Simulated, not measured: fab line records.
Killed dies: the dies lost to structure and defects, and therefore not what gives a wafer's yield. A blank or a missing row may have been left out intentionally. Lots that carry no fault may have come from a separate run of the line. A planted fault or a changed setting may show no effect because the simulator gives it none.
fab line records	flow n5-finfet
record: lots: 24	wafers: 72	last-day: 18
route steps=1938 shown HKMG_FIN@407
lots that met no fault: from a run of the same line without faults
start-h: start of the lot's first displayed wafer, in hours after the record's first day	wait-h: time in hours since the lot's previous step	" same as the row above	L1.1+2: several wafers, shown together as one row	- value missing, or start not given	* or withheld: withheld	< > ~ a bound
route shown NAME@n: NAME is a module with steps in the file, n the number in the route of the first one	usual: mean and standard deviation over wafers with no fault	same: alike in all rows	chamber/n: place in a boat	sites: per-site readings	_std_site: the standard deviation of these	_edge_site: mean of outer sites minus mean of inner sites	radius-mm: how far each site lies from the wafer's centre	mask NAME#n: copy n	behind: the most recent tool/chamber to have shaped the wafer	hold: the reason the lot was held/the length of the hold in hours/how it ended	device: names the non-switching transistor (n, p or np)	end of line: the route-end tests of the same wafers	where a step has no rows: the recipe by itself	killed: count of dies lost to structure and defects at first sort (not the wafer's yield)	map: per-die view of a wafer (x killed, . not killed, _ where there is no die)
set.NAME: the setting as run; set.NAME@STEP: as run at that earlier step	model.NAME: the simulator's own value behind a step, which no gauge read
one table for each step of the route and one row for each wafer, over a sample of lots
services: the hour from which a tool's chamber was out of use, counted from the record's first day as start-h (under 0 if before that day), plus the number of hours and why
== steps ==
step: N5_HKMG_FIN_STRIP_93
recipe: chemistry: N2/H2	material: SOC	time-s: 20	power-w: 500	temp-c: 40	pressure-mtorr: 50	rf-frequency-hz: 6e+07	bias-power-w: 8	h2-frac: 0.5	n2-flow-sccm: 300	h2-flow-sccm: 300
usual: drypump-motor-current-A: 5.7/0.43	oes-product-au: 0.79/0.098	rf-vpp-V: 54.0/0.85	showerhead-plenum-p-Torr: 3.31/0.077	throttle-valve-pct: 19.0/0.4
lot.wafer	tool	chamber	start-h	wait-h	drypump-motor-current-A	oes-product-au	rf-hours-counter-h	rf-vpp-V	showerhead-plenum-p-Torr	throttle-valve-pct
L074.3	rie-diel-06	2	71.56	0.2	4.9	0.99	11	54.4	3.44	19.3
L074.4	"	3	"	"	6.0	0.70	192	54.0	3.33	19.3
L074.5	"	1	"	"	5.7	0.73	-	54.4	3.32	19.0
L075.3	rie-diel-01	3	76.80	0.2	6.1	0.89	38	53.4	3.28	18.5
L075.4	"	0	"	"	4.9	0.72	-	53.1	3.33	19.2
L075.6	"	1	"	"	6.4	0.70	-	53.8	3.29	18.8
L076.1	rie-diel-01	3	88.66	0.2	6.1	0.88	42	55.6	3.28	18.5
L076.2	"	1	"	"	6.3	0.70	223	53.9	3.29	18.8
L076.5	"	0	"	"	4.9	0.71	-	53.3	3.33	19.2
L077.1	rie-diel-06	1	90.91	0.2	5.7	0.72	190	53.9	3.31	19.0
L077.3	"	2	"	"	4.9	0.96	18	54.0	3.43	19.3
L077.6	"	1	"	"	5.8	0.71	-	53.1	3.31	19.0
L078.1	rie-diel-06	1	97.39	0.2	5.7	0.71	193	53.9	3.31	19.0
L078.4	"	0	"	"	5.7	0.82	88	54.5	3.24	18.4
L078.5	"	3	"	"	6.0	0.69	-	54.2	3.33	19.4
L079.1	rie-diel-03	2	103.96	0.2	5.8	0.70	231	54.1	3.19	19.2
L079.3	"	0	"	"	5.2	0.73	165	53.8	3.24	19.3
L079.5	"	2	"	"	5.8	0.70	-	53.1	3.19	19.2
L080.1	rie-diel-01	3	110.14	0.2	6.1	0.87	51	53.1	3.28	18.5
L080.4	"	1	"	"	6.4	0.69	229	53.7	3.28	18.8
L080.5	"	2	"	"	5.8	0.92	-	53.9	3.28	18.7
L081.1	rie-diel-03	3	119.88	0.2	5.8	0.81	81	53.2	3.41	19.4
L081.3	"	2	"	"	5.8	0.69	237	53.3	3.18	19.2
L081.6	"	0	"	"	5.2	0.72	-	54.4	3.24	19.3
L082.1	rie-diel-06	2	120.61	0.2	4.9	0.94	27	54.6	3.43	19.3
L082.4	"	0	"	"	5.8	0.81	95	55.8	3.24	18.5
L082.5	"	0	"	"	5.8	0.81	-	54.6	3.24	18.4
L083.3	rie-diel-03	0	128.10	0.2	5.2	0.72	174	54.5	3.23	19.3
L083.5	"	2	"	"	5.8	0.69	-	54.3	3.18	19.2
L083.6	"	1	"	"	5.9	0.98	-	54.2	3.43	18.3
L084.2	rie-diel-01	0	132.48	0.2	4.9	0.71	212	53.0	3.32	19.3
L084.5	"	2	"	"	5.8	0.90	-	52.5	3.28	18.7
L084.6	"	1	"	"	6.3	0.69	-	54.5	3.28	18.8
L085.2	rie-diel-03	3	141.29	0.2	5.8	0.80	89	54.5	3.40	19.4
L085.3	"	2	"	"	5.8	0.70	245	53.0	3.18	19.2
L085.5	"	2	"	"	5.8	0.69	-	53.3	3.18	19.2
L086.2	rie-diel-03	3	143.11	0.2	5.8	0.81	90	53.5	3.40	19.4
L086.3	"	1	"	"	5.9	0.96	8	54.5	3.43	18.3
L086.6	"	0	"	"	5.2	0.72	-	53.5	3.23	19.3
L087.3	rie-diel-03	2	152.93	0.2	5.9	0.69	249	53.9	3.18	19.2
L087.4	"	3	"	"	5.8	0.80	93	55.5	3.40	19.4
L087.5	"	0	"	"	5.2	0.72	-	53.9	3.23	19.3
L088.1	rie-diel-06	2	154.74	0.2	4.9	0.91	35	55.4	3.42	19.4
L088.2	"	3	"	"	6.0	0.66	223	54.3	3.31	19.4
L088.3	"	0	"	"	5.7	0.80	110	54.9	3.23	18.5
L089.1	rie-diel-03	3	168.87	0.2	5.8	0.80	100	52.7	3.40	19.5
L089.3	"	1	"	"	5.9	0.93	18	52.6	3.43	18.3
L089.5	"	0	"	"	5.2	0.71	-	55.1	3.23	19.3
L090.1	rie-diel-06	3	170.67	0.2	6.0	0.67	229	53.2	3.31	19.4
L090.2	"	0	"	"	5.8	0.79	116	53.0	3.23	18.5
L090.6	"	0	"	"	5.8	0.79	-	54.6	3.23	18.5
L091.1	rie-diel-01	2	177.86	0.2	5.8	0.87	29	55.2	3.27	18.7
L091.4	"	3	"	"	6.1	0.85	-	53.7	3.26	18.5
L091.5	"	0	"	"	4.8	0.70	-	55.5	3.31	19.3
L092.2	rie-diel-03	1	182.56	0.2	5.9	0.92	25	54.0	3.42	18.3
L092.4	"	3	"	"	5.8	0.79	-	55.1	3.39	19.5
L092.6	"	0	"	"	5.2	0.71	-	54.4	3.22	19.3
L093.2	rie-diel-01	0	189.89	0.2	4.9	0.69	237	55.2	3.31	19.3
L093.3	"	3	"	"	6.1	0.83	82	53.0	3.26	18.5
L093.6	"	0	"	"	4.9	0.69	-	56.4	3.31	19.3
L094.1	rie-diel-06	3	195.09	0.2	6.0	0.66	236	54.4	3.31	19.4
L094.2	"	2	"	"	4.9	0.90	47	53.6	3.42	19.4
L094.4	"	1	"	"	5.8	0.70	224	54.4	3.30	19.1
L095.4	rie-diel-03	1	201.94	0.2	5.9	0.91	-	54.0	3.42	18.3
L095.5	"	0	"	"	5.2	0.70	-	54.1	3.22	19.3
L095.6	"	3	"	"	5.8	0.79	-	52.9	3.39	19.5
L096.1	rie-diel-01	0	206.58	0.2	4.9	0.68	242	53.9	3.31	19.3
L096.3	"	1	"	"	6.3	0.94	8	52.6	3.27	18.4
L096.5	"	0	"	"	4.9	0.69	-	54.3	3.31	19.3
L097.2	rie-diel-06	1	212.61	0.2	5.7	0.69	228	54.0	3.29	19.1
L097.3	"	3	"	"	6.0	0.66	240	53.0	3.31	19.4
L097.6	"	0	"	"	5.8	0.78	-	54.5	3.22	18.5
step: N5_HKMG_FIN_ALD_36
recipe: material: TiN	target-thk-a: 10	temp-c: 400	ald-precursor-family: TiCl4	ald-co-reactant: NH3	pulse-time-s: 1	purge-time-s: 3	co-reactant-purge-time-s: 2	co-reactant-pulse-time-s: 2	ald-cycles: 47	pressure-torr: 3
usual: heater-power-w: 893/95	precursor-pulse-height-rel: 1.002/0.019
lot.wafer	tool	chamber	start-h	wait-h	heater-power-w	precursor-pulse-height-rel
L074.3	ald-metal-03	2	73.19	0.0	1011	0.973
L074.4	"	0	"	"	867	1.006
L074.5	"	1	"	"	1003	0.994
L075.3	ald-metal-01	3	78.20	0.0	878	0.970
L075.4	"	0	"	"	811	1.021
L075.6	"	1	"	"	902	1.005
L076.1	ald-metal-04	1	90.17	0.0	955	0.999
L076.2	"	0	"	"	854	0.995
L076.5	"	3	"	"	922	1.021
L077.1	ald-metal-04	3	92.46	0.0	903	0.985
L077.3	"	1	"	"	964	1.022
L077.6	"	3	"	"	931	1.020
L078.1	ald-metal-01	0	99.59	0.0	808	1.011
L078.4	"	3	"	"	921	1.057
L078.5	"	0	"	"	825	0.994
L079.1	ald-metal-04	1	105.44	0.0	968	0.983
L079.3	"	3	"	"	914	1.015
L079.5	"	1	"	"	943	0.999
L080.1	ald-metal-04	1	111.80	0.0	945	0.984
L080.4	"	0	"	"	852	1.002
L080.5	"	2	"	"	1007	1.009
L081.1	ald-metal-03	3	121.35	0.0	690	0.995
L081.3	"	0	"	"	875	0.990
L081.6	"	1	"	"	1047	0.980
L082.1	ald-metal-03	0	122.13	0.0	870	0.995
L082.4	"	3	"	"	690	1.005
L082.5	"	3	"	"	713	1.028
L083.3	ald-metal-01	1	129.84	0.0	933	1.008
L083.5	"	2	"	"	735	1.010
L083.6	"	3	"	"	904	1.004
L084.2	ald-metal-01	0	134.01	0.0	849	1.023
L084.5	"	2	"	"	751	1.000
L084.6	"	3	"	"	919	0.985
L085.2	ald-metal-01	0	142.70	0.0	834	0.988
L085.3	"	3	"	"	920	0.993
L085.5	"	3	"	"	931	0.996
L086.2	ald-metal-03	0	144.62	0.0	860	0.958
L086.3	"	1	"	"	986	1.005
L086.6	"	1	"	"	1018	1.026
L087.3	ald-metal-01	0	154.33	0.0	825	1.013
L087.4	"	1	"	"	931	1.037
L087.5	"	2	"	"	761	0.998
L088.1	ald-metal-04	0	156.30	0.0	855	1.004
L088.2	"	2	"	"	998	0.994
L088.3	"	1	"	"	968	1.008
L089.1	ald-metal-03	1	170.47	0.0	995	0.988
L089.3	"	0	"	"	866	1.002
L089.5	"	1	"	"	1031	1.042
L090.1	ald-metal-01	0	172.24	0.0	839	1.022
L090.2	"	2	"	"	754	1.021
L090.6	"	2	"	"	736	1.018
L091.1	ald-metal-01	3	179.31	0.0	900	0.982
L091.4	"	2	"	"	744	0.993
L091.5	"	0	"	"	830	1.040
L092.2	ald-metal-01	0	183.98	0.0	820	0.968
L092.4	"	1	"	"	923	1.019
L092.6	"	1	"	"	894	1.000
L093.2	ald-metal-03	0	191.38	0.0	872	0.978
L093.3	"	3	"	"	701	1.005
L093.6	"	0	"	"	878	1.005
L094.1	ald-metal-04	1	196.89	0.0	933	0.980
L094.2	"	0	"	"	840	0.986
L094.4	"	3	"	"	921	1.012
L095.4	ald-metal-03	1	203.64	0.2	1041	1.035
L095.5	"	3	"	"	688	0.998
L095.6	"	2	"	"	1016	1.007
L096.1	ald-metal-04	2	208.04	0.0	1007	0.989
L096.3	"	3	"	"	910	0.998
L096.5	"	0	"	"	856	1.019
L097.2	ald-metal-01	3	214.29	0.0	929	1.001
L097.3	"	0	"	"	813	1.029
L097.6	"	2	"	"	766	0.975
step: N5_HKMG_FIN_STRIP_34
recipe: chemistry: CF4	resist: SiARC	power-w: 300	bias-power-w: 75	pressure-mtorr: 50	cf4-flow-sccm: 150	rf-frequency-hz: 6e+07
usual: drypump-motor-current-A: 5.7/0.4	oes-product-au: 0.77/0.092	rf-vpp-V: 270.7/1.3	showerhead-plenum-p-Torr: 1.77/0.044	throttle-valve-pct: 13.57/0.3
lot.wafer	tool	chamber	start-h	wait-h	drypump-motor-current-A	oes-product-au	rf-hours-counter-h	rf-vpp-V	showerhead-plenum-p-Torr	throttle-valve-pct
L074.3	rie-diel-03	1	74.72	0.0	5.9	0.69	240	274.2	1.84	13.60
L074.4	"	2	"	"	5.8	0.72	220	270.1	1.69	13.81
L074.5	"	3	"	"	5.8	0.81	-	271.1	1.80	13.56
L075.3	rie-diel-06	1	79.73	0.0	5.7	0.70	187	269.2	1.79	13.82
L075.4	"	3	"	"	6.0	0.70	-	270.9	1.79	13.89
L075.6	"	1	"	"	5.8	0.69	-	271.3	1.79	13.82
L076.1	rie-diel-06	1	91.70	0.0	5.7	0.70	191	272.0	1.79	13.83
L076.2	"	3	"	"	6.0	0.69	199	270.5	1.78	13.90
L076.5	"	0	"	"	5.8	0.81	-	270.3	1.74	13.27
L077.1	rie-diel-01	0	93.86	0.0	4.9	0.71	197	271.1	1.80	14.02
L077.3	"	1	"	"	6.3	0.70	224	271.7	1.76	13.74
L077.6	"	0	"	"	4.8	0.70	-	270.1	1.80	14.01
L078.1	rie-diel-01	1	100.99	0.0	6.3	0.70	226	271.3	1.76	13.72
L078.4	"	3	"	"	6.1	0.85	46	270.3	1.75	13.07
L078.5	"	0	"	"	4.8	0.70	-	270.1	1.80	14.02
L079.1	rie-diel-03	2	106.97	0.0	5.9	0.71	232	268.2	1.69	13.86
L079.3	"	0	"	"	5.2	0.73	166	269.6	1.71	13.48
L079.5	"	2	"	"	5.8	0.70	-	269.3	1.69	13.84
L080.1	rie-diel-01	3	113.71	0.0	6.1	0.84	52	269.8	1.74	13.06
L080.4	"	1	"	"	6.3	0.69	230	270.2	1.76	13.77
L080.5	"	2	"	"	5.8	0.94	-	270.3	1.77	13.43
L081.1	rie-diel-03	2	122.88	0.0	5.8	0.71	238	269.3	1.69	13.87
L081.3	"	1	"	"	5.8	0.97	0	271.4	1.84	13.07
L081.6	"	3	"	"	5.8	0.80	-	270.6	1.79	13.56
L082.1	rie-diel-03	0	123.66	0.0	5.2	0.72	173	269.0	1.71	13.52
L082.4	"	1	"	"	5.8	0.98	1	272.1	1.84	13.07
L082.5	"	0	"	"	5.2	0.72	-	268.9	1.71	13.49
L083.3	rie-diel-06	1	131.24	0.0	5.8	0.68	204	270.3	1.79	13.87
L083.5	"	3	"	"	6.0	0.69	-	269.8	1.78	13.94
L083.6	"	1	"	"	5.8	0.68	-	269.1	1.79	13.86
L084.2	rie-diel-06	1	135.65	0.0	5.7	0.68	207	271.5	1.79	13.88
L084.5	"	1	"	"	5.7	0.69	-	270.1	1.79	13.88
L084.6	"	3	"	"	6.0	0.68	-	271.2	1.78	13.94
L085.2	rie-diel-01	0	144.90	0.0	4.9	0.68	217	272.2	1.79	14.07
L085.3	"	1	"	"	6.4	0.68	242	269.6	1.75	13.77
L085.5	"	3	"	"	6.1	0.84	-	270.6	1.74	13.09
L086.2	rie-diel-03	2	146.15	0.0	5.8	0.69	246	268.5	1.69	13.89
L086.3	"	1	"	"	5.8	0.93	9	272.1	1.84	13.09
L086.6	"	0	"	"	5.2	0.71	-	269.5	1.71	13.50
L087.3	rie-diel-03	1	155.72	0.0	5.9	0.92	12	272.3	1.84	13.10
L087.4	"	3	"	"	5.8	0.79	94	271.6	1.79	13.59
L087.5	"	0	"	"	5.2	0.71	-	269.0	1.70	13.54
L088.1	rie-diel-03	0	158.45	0.0	5.2	0.71	186	270.8	1.70	13.53
L088.2	"	3	"	"	5.8	0.78	96	272.2	1.79	13.61
L088.3	"	1	"	"	5.9	0.92	14	272.0	1.84	13.10
L089.1	rie-diel-06	3	172.06	0.0	6.0	0.67	230	270.2	1.78	13.99
L089.3	"	0	"	"	5.8	0.78	116	270.0	1.73	13.32
L089.5	"	0	"	"	5.8	0.78	-	270.5	1.73	13.30
L090.1	rie-diel-06	3	174.06	0.0	5.9	0.68	231	270.9	1.78	14.01
L090.2	"	1	"	"	5.7	0.68	218	270.9	1.79	13.90
L090.6	"	3	"	"	6.0	0.67	-	268.9	1.78	13.98
L091.1	rie-diel-06	1	180.84	0.0	5.8	0.68	220	272.3	1.79	13.91
L091.4	"	0	"	"	5.7	0.77	119	269.7	1.73	13.31
L091.5	"	1	"	"	5.7	0.67	-	269.7	1.79	13.89
L092.2	rie-diel-06	3	185.51	0.0	6.0	0.67	234	270.4	1.77	13.99
L092.4	"	0	"	"	5.7	0.78	120	270.2	1.73	13.32
L092.6	"	0	"	"	5.7	0.77	-	269.4	1.73	13.33
L093.2	rie-diel-06	0	192.78	0.0	5.7	0.77	122	268.9	1.73	13.31
L093.3	"	1	"	"	5.7	0.68	223	268.7	1.78	13.91
L093.6	"	1	"	"	5.7	0.67	-	270.4	1.78	13.89
L094.1	rie-diel-03	1	198.29	0.0	5.9	0.88	30	270.9	1.83	13.15
L094.2	"	0	"	"	5.2	0.70	202	269.6	1.70	13.56
L094.4	"	2	"	"	5.8	0.96	3	273.1	1.89	13.33
L095.4	rie-diel-01	0	205.04	0.0	4.9	0.68	241	270.1	1.78	14.12
L095.5	"	1	"	"	6.3	0.93	-	271.2	1.75	13.24
L095.6	"	2	"	"	5.7	0.86	-	269.3	1.76	13.51
L096.1	rie-diel-03	1	209.57	0.0	5.8	0.88	35	271.8	1.83	13.15
L096.3	"	0	"	"	5.2	0.69	207	269.5	1.70	13.57
L096.5	"	3	"	"	5.8	0.76	-	270.2	1.79	13.65
L097.2	rie-diel-03	0	215.82	0.0	5.2	0.70	209	270.1	1.70	13.59
L097.3	"	1	"	"	5.8	0.88	37	270.6	1.83	13.15
L097.6	"	0	"	"	5.2	0.69	-	269.9	1.70	13.60
step: N5_HKMG_FIN_STRIP_19
recipe: chemistry: N2/H2	power-w: 2500	temp-c: 300	h2-frac: 0.65	time-s: 360	pressure-mtorr: withheld	n2-flow-sccm: 1750	h2-flow-sccm: 3250
usual: drypump-motor-current-A: 5.7/0.5	heater-power-w: 472/14
lot.wafer	tool	chamber	start-h	wait-h	drypump-motor-current-A	heater-power-w	rf-hours-counter-h
L074.3	plasma-asher-01	0	75.15	0.1	5.7	488	-
L074.4	"	1	"	"	4.7	451	-
L074.5	"	0	"	"	5.7	478	-
L075.3	plasma-asher-01	1	80.16	0.1	4.7	436	-
L075.4	"	0	"	"	5.7	482	-
L075.6	"	1	"	"	4.7	459	-
L076.1	plasma-asher-02	1	92.01	0.0	5.8	485	40
L076.2	"	0	"	"	6.2	469	40
L076.5	"	1	"	"	5.8	478	-
L077.1	plasma-asher-01	0	94.18	0.0	5.7	491	91
L077.3	"	1	"	"	4.7	443	-
L077.6	"	0	"	"	5.7	478	-
L078.1	plasma-asher-01	0	101.30	0.0	5.7	481	93
L078.4	"	0	"	"	5.7	479	-
L078.5	"	0	"	"	5.7	484	-
L079.1	plasma-asher-02	1	107.28	0.0	5.8	487	43
L079.3	"	0	"	"	6.1	458	-
L079.5	"	1	"	"	5.8	487	-
L080.1	plasma-asher-01	1	114.02	0.0	4.8	444	95
L080.4	"	0	"	"	5.7	480	-
L080.5	"	1	"	"	4.7	470	-
L081.1	plasma-asher-02	0	123.20	0.0	6.2	452	46
L081.3	"	0	"	"	6.2	462	-
L081.6	"	1	"	"	5.8	488	-
L082.1	plasma-asher-02	0	123.97	0.0	6.2	473	46
L082.4	"	1	"	"	5.8	480	-
L082.5	"	0	"	"	6.2	478	-
L083.3	plasma-asher-02	1	131.68	0.1	5.8	494	-
L083.5	"	1	"	"	5.8	481	-
L083.6	"	0	"	"	6.2	462	-
L084.2	plasma-asher-01	0	135.96	0.0	5.7	489	100
L084.5	"	1	"	"	4.7	443	-
L084.6	"	0	"	"	5.7	481	-
L085.2	plasma-asher-01	1	145.22	0.0	4.8	457	102
L085.3	"	1	"	"	4.7	453	-
L085.5	"	1	"	"	4.7	442	-
L086.2	plasma-asher-02	0	146.46	0.0	6.2	464	51
L086.3	"	0	"	"	6.2	448	-
L086.6	"	1	"	"	5.8	479	-
L087.3	plasma-asher-02	1	156.16	0.1	5.8	479	-
L087.4	"	0	"	"	6.2	476	-
L087.5	"	0	"	"	6.2	460	-
L088.1	plasma-asher-02	0	158.76	0.0	6.2	457	54
L088.2	"	1	"	"	5.8	479	54
L088.3	"	1	"	"	5.8	477	-
L089.1	plasma-asher-02	0	172.38	0.0	6.2	469	56
L089.3	"	1	"	"	5.8	478	-
L089.5	"	1	"	"	5.8	477	-
L090.1	plasma-asher-02	1	174.37	0.0	5.8	481	57
L090.2	"	0	"	"	6.2	463	57
L090.6	"	0	"	"	6.2	460	-
L091.1	plasma-asher-02	1	181.15	0.0	5.8	487	58
L091.4	"	0	"	"	6.2	467	-
L091.5	"	0	"	"	6.2	457	-
L092.2	plasma-asher-01	1	185.86	0.0	4.7	463	110
L092.4	"	0	"	"	5.7	479	-
L092.6	"	0	"	"	5.7	494	-
L093.2	plasma-asher-01	1	193.10	0.0	4.7	454	111
L093.3	"	1	"	"	4.7	447	-
L093.6	"	1	"	"	4.7	461	-
L094.1	plasma-asher-02	0	198.64	0.0	6.2	460	61
L094.2	"	1	"	"	5.8	474	61
L094.4	"	0	"	"	6.2	471	-
L095.4	plasma-asher-02	1	205.47	0.1	5.8	478	-
L095.5	"	0	"	"	6.2	461	-
L095.6	"	1	"	"	5.8	472	-
L096.1	plasma-asher-02	0	209.88	0.0	6.2	462	64
L096.3	"	1	"	"	5.8	473	-
L096.5	"	0	"	"	6.2	468	-
L097.2	plasma-asher-02	0	216.13	0.0	6.2	475	65
L097.3	"	1	"	"	5.8	494	-
L097.6	"	0	"	"	6.2	467	-
step: N5_HKMG_FIN_STRIP_88
recipe: chemistry: N2/H2	power-w: 2500	temp-c: 300	h2-frac: 0.65	time-s: 360	pressure-mtorr: withheld	n2-flow-sccm: 1750	h2-flow-sccm: 3250
usual: drypump-motor-current-A: 5.6/0.54	heater-power-w: 471/15
lot.wafer	tool	chamber	start-h	wait-h	drypump-motor-current-A	heater-power-w	rf-hours-counter-h
L074.3	plasma-asher-01	1	76.31	0.1	4.7	461	-
L074.4	"	0	"	"	5.7	478	-
L074.5	"	0	"	"	5.7	490	-
L075.3	plasma-asher-02	1	81.13	0.1	5.8	470	-
L075.4	"	0	"	"	6.2	481	-
L075.6	"	0	"	"	6.2	466	-
L076.1	plasma-asher-01	0	92.98	0.0	5.7	490	91
L076.2	"	1	"	"	4.8	451	91
L076.5	"	0	"	"	5.7	483	-
L077.1	plasma-asher-01	1	95.15	0.0	4.7	457	92
L077.3	"	1	"	"	4.7	447	-
L077.6	"	1	"	"	4.7	453	-
L078.1	plasma-asher-02	1	102.27	0.0	5.8	484	42
L078.4	"	1	"	"	5.8	493	-
L078.5	"	1	"	"	5.8	474	-
L079.1	plasma-asher-01	1	108.25	0.0	4.7	460	94
L079.3	"	0	"	"	5.7	471	-
L079.5	"	1	"	"	4.7	446	-
L080.1	plasma-asher-01	1	115.06	0.0	4.7	451	95
L080.4	"	0	"	"	5.7	485	-
L080.5	"	1	"	"	4.7	445	-
L081.1	plasma-asher-01	1	124.18	0.0	4.7	459	98
L081.3	"	0	"	"	5.7	488	-
L081.6	"	1	"	"	4.8	451	-
L082.1	plasma-asher-01	0	124.95	0.0	5.7	485	98
L082.4	"	1	"	"	4.8	460	-
L082.5	"	1	"	"	4.8	445	-
L083.3	plasma-asher-02	1	132.65	0.1	5.8	493	-
L083.5	"	0	"	"	6.2	479	-
L083.6	"	1	"	"	5.8	488	-
L084.2	plasma-asher-01	1	136.93	0.0	4.7	457	100
L084.5	"	0	"	"	5.7	482	-
L084.6	"	1	"	"	4.7	456	-
L085.2	plasma-asher-01	0	146.65	0.0	5.7	476	102
L085.3	"	0	"	"	5.7	485	-
L085.5	"	1	"	"	4.8	447	-
L086.2	plasma-asher-02	0	147.44	0.0	6.2	458	51
L086.3	"	0	"	"	6.2	463	-
L086.6	"	1	"	"	5.8	468	-
L087.3	plasma-asher-02	0	157.20	0.1	6.2	465	-
L087.4	"	1	"	"	5.8	484	-
L087.5	"	0	"	"	6.2	467	-
L088.1	plasma-asher-02	1	159.80	0.0	5.8	483	54
L088.2	"	0	"	"	6.2	475	54
L088.3	"	1	"	"	5.8	473	-
L089.1	plasma-asher-01	0	173.41	0.0	5.7	479	107
L089.3	"	0	"	"	5.7	475	-
L089.5	"	0	"	"	5.7	488	-
L090.1	plasma-asher-02	1	175.34	0.0	5.8	477	57
L090.2	"	0	"	"	6.2	465	57
L090.6	"	1	"	"	5.8	491	-
L091.1	plasma-asher-02	1	182.13	0.0	5.8	502	59
L091.4	"	0	"	"	6.2	457	-
L091.5	"	1	"	"	5.8	487	-
L092.2	plasma-asher-01	0	186.89	0.0	5.7	480	110
L092.4	"	0	"	"	5.7	488	-
L092.6	"	0	"	"	5.7	500	-
L093.2	plasma-asher-02	0	194.08	0.0	6.2	475	60
L093.3	"	0	"	"	6.2	455	-
L093.6	"	0	"	"	6.2	469	-
L094.1	plasma-asher-02	0	199.62	0.0	6.2	450	61
L094.2	"	1	"	"	5.8	499	61
L094.4	"	1	"	"	5.8	485	-
L095.4	plasma-asher-02	0	206.44	0.1	6.2	461	-
L095.5	"	0	"	"	6.2	465	-
L095.6	"	1	"	"	5.8	482	-
L096.1	plasma-asher-01	1	210.85	0.0	4.8	461	114
L096.3	"	0	"	"	5.7	480	-
L096.5	"	1	"	"	4.8	448	-
L097.2	plasma-asher-01	0	217.19	0.0	5.7	475	115
L097.3	"	1	"	"	4.7	461	-
L097.6	"	1	"	"	4.7	459	-
step: N5_HKMG_FIN_ALD_71
recipe: material: TiN	target-thk-a: 10	temp-c: 400	ald-precursor-family: TiCl4	ald-co-reactant: NH3	pulse-time-s: 1	purge-time-s: 3	co-reactant-purge-time-s: 2	co-reactant-pulse-time-s: 2	ald-cycles: 47	pressure-torr: 3
usual: heater-power-w: 891/91	precursor-pulse-height-rel: 0.999/0.019
lot.wafer	tool	chamber	start-h	wait-h	heater-power-w	precursor-pulse-height-rel
L074.3	ald-metal-03	3	76.67	0.0	702	0.990
L074.4	"	2	"	"	999	0.993
L074.5	"	2	"	"	1041	0.979
L075.3	ald-metal-01	1	81.50	0.0	918	0.997
L075.4	"	0	"	"	805	1.002
L075.6	"	3	"	"	918	1.019
L076.1	ald-metal-01	3	93.47	0.0	919	0.980
L076.2	"	0	"	"	822	1.006
L076.5	"	0	"	"	822	1.010
L077.1	ald-metal-01	1	95.63	0.0	950	0.999
L077.3	"	3	"	"	906	0.997
L077.6	"	3	"	"	935	0.989
L078.1	ald-metal-04	1	102.76	0.0	945	0.989
L078.4	"	3	"	"	909	0.978
L078.5	"	0	"	"	854	1.029
L079.1	ald-metal-01	2	108.74	0.0	712	0.973
L079.3	"	1	"	"	927	1.017
L079.5	"	1	"	"	942	1.022
L080.1	ald-metal-03	1	115.54	0.0	1017	1.025
L080.4	"	3	"	"	724	1.009
L080.5	"	3	"	"	680	1.030
L081.1	ald-metal-04	1	124.66	0.0	935	1.004
L081.3	"	0	"	"	834	1.005
L081.6	"	2	"	"	987	0.960
L082.1	ald-metal-03	1	125.43	0.0	1043	0.991
L082.4	"	2	"	"	997	0.986
L082.5	"	3	"	"	675	0.964
L083.3	ald-metal-04	2	133.01	0.0	1006	0.984
L083.5	"	0	"	"	826	0.992
L083.6	"	1	"	"	941	1.016
L084.2	ald-metal-01	0	137.42	0.0	813	0.959
L084.5	"	2	"	"	738	0.968
L084.6	"	1	"	"	905	1.026
L085.2	ald-metal-01	3	147.13	0.0	920	0.994
L085.3	"	2	"	"	754	1.039
L085.5	"	0	"	"	823	0.969
L086.2	ald-metal-04	1	147.92	0.0	943	0.976
L086.3	"	0	"	"	859	1.023
L086.6	"	2	"	"	1006	1.003
L087.3	ald-metal-04	2	157.56	0.0	984	1.013
L087.4	"	0	"	"	855	0.989
L087.5	"	0	"	"	824	1.024
L088.1	ald-metal-04	3	160.28	0.0	926	1.023
L088.2	"	0	"	"	845	1.007
L088.3	"	2	"	"	997	1.018
L089.1	ald-metal-01	0	173.90	0.0	843	0.974
L089.3	"	1	"	"	891	0.980
L089.5	"	1	"	"	885	1.020
L090.1	ald-metal-01	0	175.83	0.0	832	1.041
L090.2	"	2	"	"	751	1.010
L090.6	"	3	"	"	909	0.982
L091.1	ald-metal-01	1	182.61	0.0	910	1.022
L091.4	"	2	"	"	772	0.981
L091.5	"	3	"	"	901	1.019
L092.2	ald-metal-04	1	187.37	0.0	941	1.030
L092.4	"	3	"	"	926	0.987
L092.6	"	3	"	"	925	0.997
L093.2	ald-metal-01	1	194.57	0.0	946	1.009
L093.3	"	3	"	"	918	1.024
L093.6	"	0	"	"	827	0.994
L094.1	ald-metal-04	3	200.10	0.0	918	0.974
L094.2	"	1	"	"	960	1.012
L094.4	"	2	"	"	1006	1.000
L095.4	ald-metal-03	2	206.93	0.1	1009	1.020
L095.5	"	3	"	"	708	0.960
L095.6	"	1	"	"	1031	0.994
L096.1	ald-metal-04	3	211.33	0.0	919	1.017
L096.3	"	0	"	"	847	1.000
L096.5	"	2	"	"	992	0.995
L097.2	ald-metal-03	3	217.78	0.0	716	0.963
L097.3	"	2	"	"	998	1.016
L097.6	"	1	"	"	1018	0.987
== services ==
tool	chamber	start-h	hours	kind
rie-diel-01	2	75.48	-	clean
rie-diel-01	2	75.48	-	consumable-replace:focus-ring
rie-diel-01	2	75.48	20.9	scheduled-down
rie-diel-06	0	76.12	3.5	repair
ald-metal-01	2	76.26	23.7	repair
rie-diel-03	1	104.01	-	clean
rie-diel-03	1	104.01	-	consumable-replace:focus-ring
rie-diel-03	1	104.01	17.7	scheduled-down
rie-diel-03	1	104.01	17.7	vent-cycle
ald-metal-04	-	109.86	1.2	repair
rie-diel-06	2	127.22	13.3	repair
rie-diel-01	3	129.40	7.0	repair
ald-metal-04	-	142.28	0.9	repair
rie-diel-06	1	153.08	4.2	repair
rie-diel-03	2	157.10	-	clean
rie-diel-03	2	157.10	-	consumable-replace:esc
rie-diel-03	2	157.10	-	consumable-replace:focus-ring
rie-diel-03	2	157.10	-	consumable-replace:showerhead
rie-diel-03	2	157.10	28.5	scheduled-down
rie-diel-03	2	157.10	28.5	vent-cycle
plasma-asher-02	-	184.19	3.2	repair
ald-metal-03	0	192.97	25.3	repair
rie-diel-03	2	201.74	28.7	repair
rie-diel-06	1	214.36	13.2	repair
== key ==
fault none
